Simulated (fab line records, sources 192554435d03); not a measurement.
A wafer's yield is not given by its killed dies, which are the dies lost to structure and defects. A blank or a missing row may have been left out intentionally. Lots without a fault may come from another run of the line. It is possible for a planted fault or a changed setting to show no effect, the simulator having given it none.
3 desks looking at one fault | flow n5 finfet | every desk sees just its own numbers, and what lay behind them comes last

THE DEFECT DESK
Inspection counts along the route, by lot: the mean over sampled wafers that carry a number. The brackets show how far a lot's mean lies from the usual mean; more than 4 standard deviations puts the lot out of limits, marked OUT.
Columns: A = raw defect count at N5_FIN_SAQP_INSPECT_18, usual 448
lot  | first seen here | A
L684 | day 3 03:47     | 440
L686 | day 3 16:08     | 408
L688 | day 4 04:01     | 562
L698 | day 6 15:42     | 319
L700 | day 7 04:25     | 478
L702 | day 7 16:15     | 576
This desk found nothing out of limits on any of the 6 lots.

FOR THE TOOL OWNER'S DESK: rie diel-03
The tool's own readings at N5_FIN_SAQP_ETCH_52 (etches SOC in N2/H2, target depth 100 nm, overetch 20 nm, time 150 s): means of the sampled wafers that have a number, for each lot that ran on this tool. The brackets show how far a lot's mean lies from the usual mean; more than 4 standard deviations puts the lot out of limits, marked OUT.
Columns: A = drypump motor current A at N5_FIN_SAQP_ETCH_52, usual 5.6 A; B = oes product au at N5_FIN_SAQP_ETCH_52, usual 0.69 a.u.; C = rf vpp V at N5_FIN_SAQP_ETCH_52, usual 524.4 V; D = showerhead plenum p Torr at N5_FIN_SAQP_ETCH_52, usual 2.56 Torr; E = throttle valve pct at N5_FIN_SAQP_ETCH_52, usual 17.8 %
lot  | first seen here | A   | B    | C     | D    | E
L684 | day 3 03:55     | 5.2 | 0.73 | 524.3 | 2.57 | 17.7
L686 | day 3 16:16     | 5.8 | 0.78 | 525.9 | 2.62 | 17.6
L688 | day 4 04:08     | 5.3 | 0.74 | 525.7 | 2.58 | 17.7
This desk found nothing out of limits on any of the 3 lots.

THE METROLOGY DESK
What the gauges read, lot by lot, whatever tool the lot ran on: means of the sampled wafers that have a number. The brackets show how far a lot's mean lies from the usual mean; more than 4 standard deviations puts the lot out of limits, marked OUT. Readings shown: 7 of its 12, picked as those furthest out on some lot.
Columns: A = cd nm at N5_FIN_SAQP_CD_MEAS_16, usual 35.7 nm; B = DIBL_P at N5_BEOL_M4_RC_MEAS_101, usual 37.1 mV/V; C = IOFF_P at N5_BEOL_M4_RC_MEAS_101, usual 0.22 nA/um; D = ION_N at N5_BEOL_M4_RC_MEAS_101, usual 674 uA/um; E = ION_P at N5_BEOL_M4_RC_MEAS_101, usual 463 uA/um; F = SS_N at N5_BEOL_M4_RC_MEAS_101, usual 71.7 mV/dec; G = VT_P at N5_BEOL_M4_RC_MEAS_101, usual -250 mV
lot  | first seen here | A    | B    | C    | D   | E   | F    | G
L684 | day 3 03:44     | 35.9 | 35.7 | 0.20 | 672 | 458 | 70.7 | -252
L686 | day 3 16:04     | 35.8 | 37.1 | 0.24 | 684 | 468 | 71.6 | -249
L688 | day 4 03:57     | 35.8 | 37.7 | 0.23 | 678 | 464 | 71.1 | -248
L698 | day 6 15:39     | 35.5 | 36.2 | 0.25 | 686 | 471 | 71.6 | -246
L700 | day 7 04:21     | 35.3 | 40.0 | 0.26 | 678 | 465 | 72.6 | -247
L702 | day 7 16:11     | 35.9 | 37.5 | 0.24 | 676 | 466 | 71.7 | -246
This desk found nothing out of limits on any of the 6 lots.

BROUGHT TOGETHER
Nothing out of limits was seen by the defect desk.
Nothing out of limits was seen by the tool owner's desk.
From the metrology desk's view, nothing was out of limits.

WHAT THE SIMULATOR HAD INSERTED
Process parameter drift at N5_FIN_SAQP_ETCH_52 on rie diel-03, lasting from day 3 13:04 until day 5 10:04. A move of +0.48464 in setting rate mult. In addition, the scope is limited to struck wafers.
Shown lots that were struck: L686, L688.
